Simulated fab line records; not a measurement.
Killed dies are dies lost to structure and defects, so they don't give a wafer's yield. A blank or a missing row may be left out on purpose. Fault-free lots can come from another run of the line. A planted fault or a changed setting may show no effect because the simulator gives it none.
Comparing a struck lot with a sound one || flow nand-harc || 40 out of 1159 route steps
Sound: the wafers L492.1, L492.4, L492.5. Struck: wafer L488.3. (L488.5 of the same lot was not struck and is left out.) The cause comes at the end.
At each step with rows: each side's tool, then ch and its chambers, then its first start. Under that, the readings that differ: sound wafers || struck wafers || difference of the means || sigmas: that difference in standard deviations of wafers without a fault.
alike: readings with means less than 2 such deviations apart, plus words and numbers identical on both sides. not compared: withheld readings, readings lacking a value on some wafer, bounds such as >300 that could conceal the same value, and numbers that have no deviation in the record and whose values overlap.
The two part at a step that has a row with sigmas, a row that says differs or no value, or rows on one side only. When numbers do not overlap yet have no deviation, they are printed without sigmas and do not part them. A reading that every wafer of one side lacks parts them only if that side has two wafers or more.

first, 9 steps without rows for these wafers: NHARC_A_CONTACT_DEVELOP_41 (develop time 35 s); NHARC_A_CONTACT_DESCUM_47 (chemistry O2, time 3 s); NHARC_A_CONTACT_ETCH_48 (etches the open film in CF4, target depth 39 nm, time 65 s); NHARC_A_CONTACT_ETCH_49 (etches the open film in N2/H2, target depth 260 nm, time 475.3 s); NHARC_A_CONTACT_ETCH_50 (etches the open film in CF4/CHF3, target depth 84.7 nm, time 42.4 s); NHARC_A_CONTACT_ETCH_51 (etches the open film in O2/COS, target depth 3600 nm, time 936 s); NHARC_A_CONTACT_ETCH_111 (etches the open film in C4F8/O2/Ar, time 140 s, target depth 700 nm); NHARC_A_CONTACT_ETCH_112 (etches the open film in C4F8/O2/Ar, time 94 s, target depth 922 nm); NHARC_A_CONTACT_ETCH_113 (etches the open film in C4F8/O2/Ar, time 94 s, target depth 922 nm).
NHARC_A_CONTACT_ETCH_114: etches the open film in C4F8/O2/Ar, time 94 s, target depth 922 nm.
  sound on har-cap-etch-02 ch 0,1, day 19 21:55; struck on har-cap-etch-03 ch 0, day 19 04:50
  alike: oes-air-line-au
  not compared: rf-hours-counter-h
then, 28 steps without rows for these wafers: NHARC_A_CONTACT_ETCH_115 (etches the open film in C4F8/O2/Ar, time 94 s, target depth 922 nm); NHARC_A_CONTACT_ETCH_116 (etches the open film in C4F8/O2/Ar, time 94 s, target depth 922 nm); NHARC_A_CONTACT_ETCH_117 (etches the open film in C4F8/O2/Ar, time 94 s, target depth 922 nm); NHARC_A_CONTACT_ETCH_118 (etches the open film in C4F8/O2/Ar, time 94 s, target depth 922 nm); NHARC_A_CONTACT_ETCH_119 (etches the open film in C4F8/O2/Ar, time 94 s, target depth 922 nm); NHARC_A_CONTACT_ETCH_120 (etches the open film in C4F8/O2/Ar, time 94 s, target depth 922 nm); NHARC_A_CONTACT_ETCH_121 (etches the open film in C4F8/O2/Ar, time 94 s, target depth 922 nm); NHARC_A_CONTACT_ETCH_122 (etches the open film in C4F8/O2/Ar, time 95 s, target depth 930 nm); NHARC_A_CONTACT_ETCH_123 (etches the open film in C4F8/O2/Ar, time 253 s, target depth 1090 nm); NHARC_A_CONTACT_ETCH_90 (etches the open film in CH3F/O2, target depth 40 nm, time 85.7 s); NHARC_A_CONTACT_ETCH_96 (etches the open film in C4F6/O2, target depth 20 nm, time 10 s); NHARC_A_CONTACT_STRIP_99 (strips in N2/H2); NHARC_A_CONTACT_STRIP_100 (strips in CF4/CHF3); NHARC_A_CONTACT_STRIP_101 (strips in O2/COS); NHARC_A_CONTACT_ETCH_102 (etches the open film in CF4/O2, target depth 70 nm, overetch 7 nm, time 38.5 s); NHARC_A_CONTACT_STRIP_55 (strips in O2); NHARC_A_CONTACT_STRIP_56 (strips in post etch residue remover, time 600 s); NHARC_A_CONTACT_DEP_57 (deposits aC, target thk 2800 nm); NHARC_A_CONTACT_DEP_58 (deposits SiON, target thk 60 nm); NHARC_A_CONTACT_DEHYDRATE_59 (time 120 s); NHARC_A_CONTACT_HMDS_60 (time 30 s); NHARC_A_CONTACT_COAT_61 (time 75 s); NHARC_A_CONTACT_COAT_62 (time 65 s); NHARC_A_CONTACT_COAT_63 (resist thk 90 nm); NHARC_A_CONTACT_SOFTBAKE_64 (time 55 s); NHARC_A_CONTACT_EBR_65; NHARC_A_CONTACT_EXPOSE_66 (exposes mask A CC 2); NHARC_A_CONTACT_PEB_67 (peb time 65 s).
NHARC_A_CONTACT_DESCUM_74: chemistry O2, time 3 s.
  sound on rie-diel-05 ch 1,2, day 20 03:52; struck on rie-diel-05 ch 3, day 19 15:09
{"reading": "hold", "sound": "- - -", "struck": "await-dispo/4.1h/release", "difference": "no value on the sound wafers", "sigmas": ""}
  alike: drypump-motor-current-A, oes-product-au, rf-vpp-V, showerhead-plenum-p-Torr, throttle-valve-pct
  not compared: rf-hours-counter-h
-- record jumps: 3 days between struck wafers' starts before vs after; left off in module A_CONTACT, resumes in module END, first step shown is number 1159 of the route --
NHARC_END_SORT_01:
  the record has rows for the struck wafers here (prober-02 ch 0, day 22 19:23) and none for the sound ones

## WHERE THEY PART
First at NHARC_A_CONTACT_DESCUM_74; last, within this record, at NHARC_END_SORT_01.

WHY: whatever the simulator had introduced
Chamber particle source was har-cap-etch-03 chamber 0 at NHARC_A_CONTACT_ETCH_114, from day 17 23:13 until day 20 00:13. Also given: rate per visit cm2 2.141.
